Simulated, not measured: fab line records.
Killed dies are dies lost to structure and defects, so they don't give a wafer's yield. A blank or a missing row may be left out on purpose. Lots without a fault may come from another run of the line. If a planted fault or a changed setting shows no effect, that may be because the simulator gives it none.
Chamber matching :: flow nand-harc :: rie-si-06 running NHARC_A_DECK1_JOINT_ETCHBACK_07: 4 sister chambers
The step etches the open film in HBr, target depth 105 nm, time 26.9 s. 4 wafers are shown with their chamber, then 8 later ones without.

## WAFERS, EACH WITH ITS CHAMBER
wafer: L080.6
chamber: 1
drypump-motor-current-A (A): 5.96

wafer: L081.4
chamber: 3
drypump-motor-current-A (A): 5.80

wafer: L081.6
chamber: 2
drypump-motor-current-A (A): 5.39

wafer: L089.1
chamber: 0
drypump-motor-current-A (A): 5.34

## WAFERS WITH NO CHAMBER GIVEN
wafer: L089.4
drypump-motor-current-A (A): 5.96

wafer: L089.6
drypump-motor-current-A (A): 5.38

wafer: L092.4
drypump-motor-current-A (A): 5.81

wafer: L092.5
drypump-motor-current-A (A): 5.97

wafer: L092.6
drypump-motor-current-A (A): 5.33

wafer: L097.2
drypump-motor-current-A (A): 5.39

wafer: L097.4
drypump-motor-current-A (A): 5.95

wafer: L097.5
drypump-motor-current-A (A): 5.95

## THE CHAMBER EACH PASSED THROUGH
wafer: L089.4
from the rows above: 1
in truth: 1

wafer: L089.6
from the rows above: 2
in truth: 2

wafer: L092.4
from the rows above: 3
in truth: 3

wafer: L092.5
from the rows above: 1
in truth: 1

wafer: L092.6
from the rows above: 0
in truth: 0

wafer: L097.2
from the rows above: 2
in truth: 2

wafer: L097.4
from the rows above: 1
in truth: 1

wafer: L097.5
from the rows above: 1
in truth: 1
8 of 8 placed correctly. Number that these rows cannot place: 0. Number placed wrongly: 0.
How it was worked out, from the rows above alone: a wafer's distance from a chamber is the root of the sum, over the readings, of the square of ((its reading less the chamber's mean) divided by the reading's scatter). The wafer belongs to the nearest chamber; if the next one is less than 2 further off, it can't be placed. The mean given for a chamber averages the wafers shown for that chamber. The scatter: root of mean squared gap, hidden wafer to nearest shown wafer, with one shown wafer a chamber.
